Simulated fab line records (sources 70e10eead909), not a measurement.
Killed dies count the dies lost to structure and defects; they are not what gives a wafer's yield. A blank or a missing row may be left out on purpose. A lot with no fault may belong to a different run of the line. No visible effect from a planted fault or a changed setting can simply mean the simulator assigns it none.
Code-filled problem report in 8D (eight disciplines) form + flow nand-harc + the parts of the form that need people (team, actions taken, sign-off) are left out

1. PROBLEM STATEMENT
Wafers without a fault read 3.7, standard deviation 2.5; killed-at-periphery at NHARC_END_SORT_01 reads a mean of 623.8 on 9 wafers belonging to 3 lots. That is +99 or more standard deviations from the usual mean.
First observed at day 32 01:34: wafer L282.3, on prober-02. Wafers with a number at this step in the record: 9, from 3 lots. Rule for "out", or "out of limits": more than 4 standard deviations from the usual mean. Any other wafer with a number is counted as sound.

2. WHAT THIS IS AND IS NOT
| question                    | is                               | is not                      |
|-----------------------------|----------------------------------|-----------------------------|
| which readings at this step | killed-at-periphery, killed-dies | killed-open                 |
| which lots                  | L282, L283, L284                 | -                           |
| which wafers of those lots  | all that have a number           | -                           |
| read on which gauges        | prober-01, prober-02             | -                           |
| when                        | from day 32 01:34                | up to then (0 sound wafers) |

3. SUSPECTS, AND WHAT RULES EACH OUT
Counting: any tool at a process step up to the reading is kept as a suspect provided that every lot that is out went through it and no sound lot did after the first of them.
- the gauge at NHARC_END_SORT_01: ruled out. Those wafers that are out were read across 2 gauges (prober-01, prober-02).
- litho-track-07 at NHARC_P_GATE_DEVELOP_45 (time 70 s): kept. It ran every lot that is out, first L282 (day 13 10:00), and no sound lot after that.
Left after counting: litho-track-07 at NHARC_P_GATE_DEVELOP_45.

4. THE CAUSE (what the simulator had put in)
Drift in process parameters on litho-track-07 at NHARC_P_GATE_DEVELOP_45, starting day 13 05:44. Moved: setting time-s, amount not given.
The count eliminated every tool but this one.

5. THE CHAIN OF EFFECTS, in route order
One row per reading whose mean, taken over the struck wafers that have a number, lies over 3 standard deviations from the usual. Only readings for which the record gives a usual standard deviation are gone through. hours: the time from each lot's start at the first step in this table that gives one to its start at this step, as a median over the lots. sigmas: the change in usual standard deviations.
| hours | step              | reading             | usual | on struck wafers | change | sigmas      |
|-------|-------------------|---------------------|-------|------------------|--------|-------------|
| 0     | NHARC_END_SORT_01 | killed-at-periphery | 3.7   | 623.8            | +620.1 | +99 or more |
| 0     | NHARC_END_SORT_01 | killed-dies         | 59    | 677              | +618   | +34         |

6. HOW IT WOULD HAVE BEEN CAUGHT EARLIER
Counted from the fault's start at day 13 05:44, it took 452 hours until the first out-of-limits reading at a measuring or inspecting step in this record, taken at day 32 01:34.
Tool readings at NHARC_P_GATE_DEVELOP_45 with a usual standard deviation given in the record: none out on any struck wafer, hence no alarm at a limit of 4 standard deviations on them.
All the lots that are out (3) had begun NHARC_P_GATE_DEVELOP_45 on litho-track-07 by day 32 01:34. Holding the tool at that point would not have protected any of them.
